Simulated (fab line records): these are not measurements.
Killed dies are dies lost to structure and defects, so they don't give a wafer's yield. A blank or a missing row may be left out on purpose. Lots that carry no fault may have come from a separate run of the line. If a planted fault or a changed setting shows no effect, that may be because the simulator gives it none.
Problem report in the 8D (eight disciplines) form, filled by code | flow n5Finfet | the parts of the form that need people (team, actions taken, sign-off) are left out

## 1. THE ISSUE
Mean of biasW at N5_PASSIVATION_ETCH_54: 184.6 W across 6 wafers in 2 lots; on wafers with no fault it is 170.0 W (standard deviation 0.5). That is +29 standard deviations from the usual mean.
The step: etches SiO2 in CHF3/O2, target depth 880 nm, time 440 s.
First observed at day 15 18:00: wafer L761.3, on rieDiel-05. At this step, 30 wafers from 10 lots have a number in the record. Rule for "out" (also "out of limits"): further than 4 standard deviations from the usual mean. The other wafers with a number count as sound.

## 2. WHAT IT IS, WHAT IT ISN'T
question                    | is                     | is not
which readings at this step | biasW                  | drypumpMotorCurrentA, mfcArSccm, oesProductAu, rfFwdPowerW, showerheadPlenumPTorr, throttleValvePct
which lots                  | L761, L765             | L754, L755, L757, L758, L773, L774, L775, L776
which wafers of those lots  | all that have a number | -
read on which tools         | rieDiel-05             | rieDiel-02, rieDiel-04
when                        | from day 15 18:00      | up to then (12 sound wafers); but 12 sound wafers of L773, L774, L775, L776 came after

## 3. THE SUSPECTS, EACH WITH WHAT RULES IT OUT
Counting: a tool stays on the suspect list if, at a process step up to the reading, it processed all lots that are out and no sound lot following the first of them.
- rieMetal-02 at N5_MIM_BOT_ETCH_ETCH_03 (etches the open film in Cl2/BCl3, target depth 12 nm): ruled out as a lasting fault. After its first lot that is out, L761 (day 14 21:06), sound lots L773, L774, L776 ran on it.
- rieDiel-05 at N5_PASSIVATION_ETCH_54 (etches SiO2 in CHF3/O2, target depth 880 nm, time 440 s): ruled out as a lasting fault. After its first lot that is out, L761 (day 15 18:00), sound lots L775, L776 ran on it.
Left after counting: nothing in the record.

## 4. THE CAUSE (what the simulator had put in)
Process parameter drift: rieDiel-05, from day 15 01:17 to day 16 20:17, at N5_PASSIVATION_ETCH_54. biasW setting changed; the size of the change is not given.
Counting ruled it out, wrongly.

## 5. THE CHAIN OF EFFECTS, in route order
One row per reading whose mean, taken over the struck wafers that have a number, lies over 3 standard deviations from the usual. Only readings for which the record gives a usual standard deviation are gone through. hours: the time from each lot's start at the first step in this table that gives one to its start at this step, as a median over the lots. sigmas: the change in usual standard deviations.
hours | step                   | reading | usual   | on struck wafers | change | sigmas
0     | N5_PASSIVATION_ETCH_54 | biasW   | 170.0 W | 184.6            | +14.6  | +29
0     | N5_PASSIVATION_ETCH_54 | rfVppV  | 529 V   | 569              | +40    | +4.8
Process steps it contains:
- N5_PASSIVATION_ETCH_54: etches SiO2 in CHF3/O2, target depth 880 nm, time 440 s.

## 6. HOW IT WOULD HAVE BEEN CAUGHT EARLIER
First out-of-limits reading in this record: day 15 18:00, which is 17 hours after fault onset at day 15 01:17.
